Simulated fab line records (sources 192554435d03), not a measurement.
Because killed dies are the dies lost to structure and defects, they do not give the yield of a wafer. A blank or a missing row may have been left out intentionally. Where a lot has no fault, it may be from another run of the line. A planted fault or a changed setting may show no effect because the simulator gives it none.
Which tool did it? + flow n5_finfet + Sampling: 11 lots, 33 wafers, 2 of 1938 route steps

== WHAT THE GAUGES READ, wafer by wafer ==
N5_BEOL_M8_INSPECT_13: inspects for defects (brightfield).
| lot  | measured     | on                | raw_defect_count |
|------|--------------|-------------------|------------------|
| L525 | day 9 07:34  | defect_inspect-02 | 408 336 420      |
| L526 | day 9 16:29  | defect_inspect-02 | 533 587 530      |
| L527 | day 9 20:20  | defect_inspect-01 | 261 291 265      |
| L536 | day 12 00:19 | defect_inspect-01 | 268 351 425      |
| L535 | day 12 03:15 | defect_inspect-02 | 396 310 347      |
| L538 | day 13 01:40 | defect_inspect-02 | 429 396 348      |
| L541 | day 13 04:58 | defect_inspect-02 | 563 419 588      |
| L542 | day 13 10:45 | defect_inspect-02 | 277 335 334      |
| L547 | day 14 17:30 | defect_inspect-01 | 447 377 290      |
| L545 | day 14 17:41 | defect_inspect-01 | 416 463 454      |
| L546 | day 14 17:52 | defect_inspect-01 | 393 482 496      |

== WHAT TOOL EACH LOT RAN ON (gives the tool, then ch and the chambers of the sampled wafers, and finally the start) ==
| lot  | N5_BEOL_M7_ANNEAL_51             |
|------|----------------------------------|
| L525 | rtp_anneal-02 ch 0, day 9 04:22  |
| L526 | rtp_anneal-02 ch 0, day 9 13:41  |
| L527 | rtp_anneal-02 ch 0, day 9 17:47  |
| L536 | rtp_anneal-02 ch 0, day 11 21:22 |
| L535 | rtp_anneal-02 ch 0, day 11 22:41 |
| L538 | rtp_anneal-02 ch 0, day 12 23:41 |
| L541 | rtp_anneal-01 ch 0, day 13 02:20 |
| L542 | rtp_anneal-01 ch 0, day 13 08:00 |
| L547 | rtp_anneal-01 ch 0, day 14 14:38 |
| L545 | rtp_anneal-01 ch 0, day 14 14:58 |
| L546 | rtp_anneal-01 ch 0, day 14 15:17 |
- N5_BEOL_M7_ANNEAL_51: time 90 s.

== AS READ BY THE TOOLS THEMSELVES (means over the sampled wafers that have a number; for cases with no such wafer, the mark the record gives instead) ==
N5_BEOL_M7_ANNEAL_51.
| lot  | tool          | wafer_temp_C_max |
|------|---------------|------------------|
| L525 | rtp_anneal-02 | 226.9            |
| L526 | rtp_anneal-02 | 227.2            |
| L527 | rtp_anneal-02 | 227.0            |
| L536 | rtp_anneal-02 | 227.4            |
| L535 | rtp_anneal-02 | 227.1            |
| L538 | rtp_anneal-02 | 226.5            |
| L541 | rtp_anneal-01 | 225.4            |
| L542 | rtp_anneal-01 | 225.5            |
| L547 | rtp_anneal-01 | 225.7            |
| L545 | rtp_anneal-01 | 225.6            |
| L546 | rtp_anneal-01 | 225.8            |

== THE ANSWER, worked out from the rows above alone ==
Rule: usual is defined by the lots themselves. Put in order of their means at a reading, lots are off if they are a third of the lots or fewer, leave a main group of 4 or more, and stand apart from it by a gap of 3 or more times the standard deviation of the main group's means; of several such gaps the widest counts. A main group whose means are all the same, to the digits that the tables above print for the reading, isn't used. A lot without any number at a reading at which 4 lots or more have one is off too. Where the step has rows for the other lots, those lots are counted as sound. Order of review: gauges by route order, followed by the tools' own readings, for which a lot's mean as printed above is used. At the first step where some lot is off, the reading lying furthest off is the one used; lots without a number count as furthest.
No lot is off at any reading shown: from this, nothing can be told.

== WHAT WAS PUT IN BY THE SIMULATOR ==
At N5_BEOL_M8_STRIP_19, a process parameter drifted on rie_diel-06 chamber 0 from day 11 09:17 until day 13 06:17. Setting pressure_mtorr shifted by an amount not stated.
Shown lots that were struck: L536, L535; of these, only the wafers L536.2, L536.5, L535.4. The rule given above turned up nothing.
